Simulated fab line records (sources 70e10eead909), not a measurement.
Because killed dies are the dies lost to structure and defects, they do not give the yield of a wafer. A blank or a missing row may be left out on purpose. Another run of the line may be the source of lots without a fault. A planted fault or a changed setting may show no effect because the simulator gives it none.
Problem report, 8D (eight disciplines) form, completed by code || flow nandHarc || the parts of the form that need people (team, actions taken, sign-off) are left out

1. THE PROBLEM
oesProductAu at NHARC_P_BONDPAD_ETCH_37 reads a mean of 0.821 a.u. on 2 wafers of 1 lot; wafers without a fault read 0.995 a.u. with a standard deviation of 0.0087. Relative to the usual mean, that is a shift of -20 standard deviations.
The step: etches the open film in N2/H2, target depth 60 nm, overetch 18 nm, time 65.91 s.
Earliest sighting: wafer L522.2 on rieDiel-01 at day 13 07:10. The record has a number at this step for 15 wafers belonging to 5 lots. Rule for "out" (also "out of limits"): further than 4 standard deviations from the usual mean. The other wafers with a number count as sound.

2. WHAT IT IS, AND WHAT IT ISN'T
{"question": "which readings at this step", "is": "oesProductAu", "is not": "drypumpMotorCurrentA, rfVppV, showerheadPlenumPTorr, throttleValvePct"}
{"question": "which lots", "is": "L522", "is not": "L506, L515, L521, L526"}
{"question": "which wafers of those lots", "is": "L522.2, L522.6", "is not": "L522.3"}
{"question": "read on which tools", "is": "rieDiel-01", "is not": "rieDiel-07, rieDiel-13"}
{"question": "when", "is": "from day 13 07:10", "is not": "up to then (10 sound wafers); but 3 sound wafers of L526 came after"}

3. SUSPECTS, AND WHAT RULES EACH OUT
Counting: any tool at a process step up to the reading remains a suspect provided it ran every lot that is out. Sound lots after the first of them don't rule it out here, since some wafers of a struck lot are sound.
- rieDiel-01 at NHARC_P_BONDPAD_DESCUM_11 (chemistry O2, time 3 s): kept. The lot that is out, L522, ran on it at day 13 07:05; the last sound lot it ran before that was L515, at day 10 09:26.
- rieDiel-01 at NHARC_P_BONDPAD_ETCH_37 (etches the open film in N2/H2, target depth 60 nm, overetch 18 nm, time 65.91 s): kept. The lot that is out, L522, ran on it at day 13 07:10; the last sound lot it ran before that was L515, at day 10 09:31. Out on those wafers are its own readings of oesProductAu.
- Within rieDiel-01 at NHARC_P_BONDPAD_DESCUM_11: the wafers that are out ran in chambers 2, 3; their sound lot-mates ran in chamber 0.
- Within rieDiel-01 at NHARC_P_BONDPAD_ETCH_37, the wafers that are out were processed in chamber 2 and their sound lot-mates in chamber 3.
The count leaves rieDiel-01 at NHARC_P_BONDPAD_ETCH_37 and rieDiel-01 at NHARC_P_BONDPAD_DESCUM_11.

4. THE CAUSE (what the simulator had put in)
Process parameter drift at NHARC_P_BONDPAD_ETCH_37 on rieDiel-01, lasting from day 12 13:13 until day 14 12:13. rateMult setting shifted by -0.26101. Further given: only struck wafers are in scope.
Of the 2 suspects that counting leaves, this tool is one.

5. SEQUENCE OF EFFECTS, ordered by route
One row per reading whose mean, taken over the struck wafers that have a number, lies over 3 standard deviations from the usual. Readings are gone through only where the record gives a usual standard deviation; hours: the median, over the lots, of the time from a lot's start at the first step in this table giving one to that lot's start at this step; sigmas: the change measured in usual standard deviations.
{"hours": 0, "step": "NHARC_P_BONDPAD_ETCH_37", "reading": "oesProductAu", "usual": "0.995 a.u.", "on struck wafers": 0.821, "change": -0.174, "sigmas": -20}
Here are the process steps it includes:
- NHARC_P_BONDPAD_ETCH_37: etches the open film in N2/H2, target depth 60 nm, overetch 18 nm, time 65.91 s.
Later steps that measure or inspect, where all struck wafers having a row at the step show a number for every such reading and not one has moved that far: NHARC_END_SORT_01.

6. WHAT WOULD HAVE CAUGHT IT SOONER
The fault began at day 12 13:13; the first out-of-limits reading in this record came at day 13 07:10, 18 hours later.
